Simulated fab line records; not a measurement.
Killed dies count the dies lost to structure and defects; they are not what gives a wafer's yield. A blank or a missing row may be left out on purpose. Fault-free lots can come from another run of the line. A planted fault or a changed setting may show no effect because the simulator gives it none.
Which tool is to blame? | flow n5Finfet | Sampling: 13 lots, 36 wafers, 4 of 1938 route steps

## WHAT THE GAUGES READ, wafer by wafer
The record lacks any reading of a measuring or inspecting step that a usual standard deviation could be used to judge.

## WHAT TOOL EACH LOT RAN ON (gives the tool, then ch and the chambers of the sampled wafers, and finally the start)
lot  | N5_BEOL_M5_SURFACE_TREAT_87 | N5_BEOL_M5_CVD_47               | N5_BEOL_M5_SPUTTER_83       | N5_BEOL_M5_ANNEAL_89
L156 | pvdSputter-01, day 8 07:16  | cvdCo-02 ch 0,1,2, day 8 07:26  | pvdSputter-02, day 8 12:11  | pvdSputter-02, day 8 13:50
L157 | pvdSputter-03, day 8 13:56  | cvdCo-02 ch 0,2, day 8 14:04    | pvdSputter-03, day 8 16:26  | pvdSputter-03, day 8 17:36
L158 | pvdSputter-01, day 8 14:25  | cvdCo-02 ch 0,1, day 8 14:32    | pvdSputter-01, day 8 17:04  | pvdSputter-01, day 8 18:14
L159 | pvdSputter-02, day 9 04:27  | cvdCo-01 ch 0,1,2, day 9 04:31  | pvdSputter-03, day 9 06:51  | pvdSputter-03, day 9 08:01
L162 | pvdSputter-01, day 9 14:53  | cvdCo-02 ch 0,2, day 9 14:57    | pvdSputter-01, day 9 17:42  | pvdSputter-01, day 9 18:52
L161 | pvdSputter-03, day 9 15:58  | cvdCo-01 ch 0,1,2, day 9 16:07  | pvdSputter-03, day 9 18:29  | pvdSputter-03, day 9 19:39
L165 | pvdSputter-03, day 10 12:24 | cvdCo-01 ch 1,2, day 10 12:31   | pvdSputter-03, day 10 14:49 | pvdSputter-03, day 10 16:27
L164 | pvdSputter-02, day 10 12:49 | cvdCo-02 ch 0,1, day 10 12:59   | pvdSputter-02, day 10 15:27 | pvdSputter-02, day 10 16:37
L171 | pvdSputter-01, day 12 16:07 | cvdCo-02 ch 2, day 12 16:14     | pvdSputter-03, day 12 18:33 | pvdSputter-03, day 12 19:43
L173 | pvdSputter-01, day 13 05:19 | cvdCo-01 ch 1,2, day 13 05:23   | pvdSputter-03, day 13 07:50 | pvdSputter-03, day 13 09:00
L175 | pvdSputter-03, day 13 10:47 | cvdCo-01 ch 1,2, day 13 10:59   | pvdSputter-01, day 13 13:25 | pvdSputter-01, day 13 14:35
L174 | pvdSputter-01, day 13 11:07 | cvdCo-01 ch 0,1,2, day 13 11:25 | pvdSputter-03, day 13 15:14 | pvdSputter-03, day 13 16:25
L178 | pvdSputter-03, day 14 14:04 | cvdCo-01 ch 0,2, day 14 14:08   | pvdSputter-03, day 14 16:36 | pvdSputter-03, day 14 17:46
- N5_BEOL_M5_SURFACE_TREAT_87
- N5_BEOL_M5_CVD_47: deposits Co from CCTBA/H2, target thk 3 nm, time 216 s.
- N5_BEOL_M5_SPUTTER_83: material Cu, target thk 15 nm, time 27.62 s.
- N5_BEOL_M5_ANNEAL_89: time 1800 s.

## WHAT THE TOOLS THEMSELVES READ (means of the sampled wafers that have a number; where no wafer has one, the mark that the record gives instead)
N5_BEOL_M5_CVD_47.
lot  | tool     | runLengthS (s)
L156 | cvdCo-02 | 238.8
L157 | cvdCo-02 | 239.1
L158 | cvdCo-02 | 238.5
L159 | cvdCo-01 | 238.7
L162 | cvdCo-02 | 239.1
L161 | cvdCo-01 | 238.5
L165 | cvdCo-01 | 239.2
L164 | cvdCo-02 | 238.9
L171 | cvdCo-02 | 240.9
L173 | cvdCo-01 | 238.9
L175 | cvdCo-01 | 238.8
L174 | cvdCo-01 | 238.9
L178 | cvdCo-01 | 238.9

N5_BEOL_M5_SPUTTER_83.
lot  | tool          | susceptorTempC (C) | throttleValvePct (%)
L156 | pvdSputter-02 | -20.04             | 29.9
L157 | pvdSputter-03 | -19.97             | 30.2
L158 | pvdSputter-01 | -19.95             | 29.2
L159 | pvdSputter-03 | -20.02             | 30.5
L162 | pvdSputter-01 | -19.93             | 29.5
L161 | pvdSputter-03 | -20.00             | 30.5
L165 | pvdSputter-03 | -19.97             | 30.0
L164 | pvdSputter-02 | -20.01             | 29.7
L171 | pvdSputter-03 | -19.87             | 29.3
L173 | pvdSputter-03 | -20.03             | 30.4
L175 | pvdSputter-01 | -19.98             | 29.9
L174 | pvdSputter-03 | -19.99             | 30.6
L178 | pvdSputter-03 | -20.00             | 30.6

N5_BEOL_M5_ANNEAL_89.
lot  | tool          | heaterPowerW (W) | susceptorTempC (C)
L156 | pvdSputter-02 | 812              | 399.95
L157 | pvdSputter-03 | 912              | 400.08
L158 | pvdSputter-01 | 916              | 400.13
L159 | pvdSputter-03 | 952              | 400.09
L162 | pvdSputter-01 | 987              | 400.03
L161 | pvdSputter-03 | 862              | 400.14
L165 | pvdSputter-03 | 835              | 400.02
L164 | pvdSputter-02 | 896              | 400.08
L171 | pvdSputter-03 | 806              | 399.70
L173 | pvdSputter-03 | 973              | 400.11
L175 | pvdSputter-01 | 969              | 400.00
L174 | pvdSputter-03 | 862              | 399.99
L178 | pvdSputter-03 | 868              | 400.08

## THE ANSWER, worked out from the rows above alone
Rule: usual is defined by the lots themselves. Put in order of their means at a reading, lots are off if they are a third of the lots or fewer, leave a main group of 4 or more, and stand apart from it by a gap of 3 or more times the standard deviation of the main group's means; of several such gaps the widest counts. The tables above print the reading to a certain number of digits; a main group whose means all agree to those digits is not used. A lot without any number at a reading at which 4 lots or more have one is off too. Any other lot the step has rows for is counted as sound. First the gauges in route order, then the tools' own readings, where a lot's mean is used as printed above. The first step at which some lot is off is used, and at that step the reading that is off furthest; a lot without a number counts as furthest.
Off at N5_BEOL_M5_CVD_47 (runLengthS): L171. Mean 238.9 s and standard deviation 0.21 in the main group.
If a tool, at that step or one of the process steps before it, ran each lot that is off and ran no sound lot following the first of them, it fits. One fits: cvdCo-02 at N5_BEOL_M5_CVD_47. Its last sound lot is L164 (day 10 12:59), its first lot that is off L171 (day 12 16:14): a fault that began between those two fits.
On the lots that are off, the tool's own readings at N5_BEOL_M5_CVD_47 differ by more than 5 times the standard deviation of the sound lots' means, which bears it out; runLengthS reads 240.9 s there versus 238.9 s on the sound lots.

## WHAT THE SIMULATOR PUT IN
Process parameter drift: cvdCo-02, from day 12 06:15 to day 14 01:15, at N5_BEOL_M5_CVD_47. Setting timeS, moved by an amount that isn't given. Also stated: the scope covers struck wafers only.
Struck lots among those shown: L171. The rule given above showed the same thing.
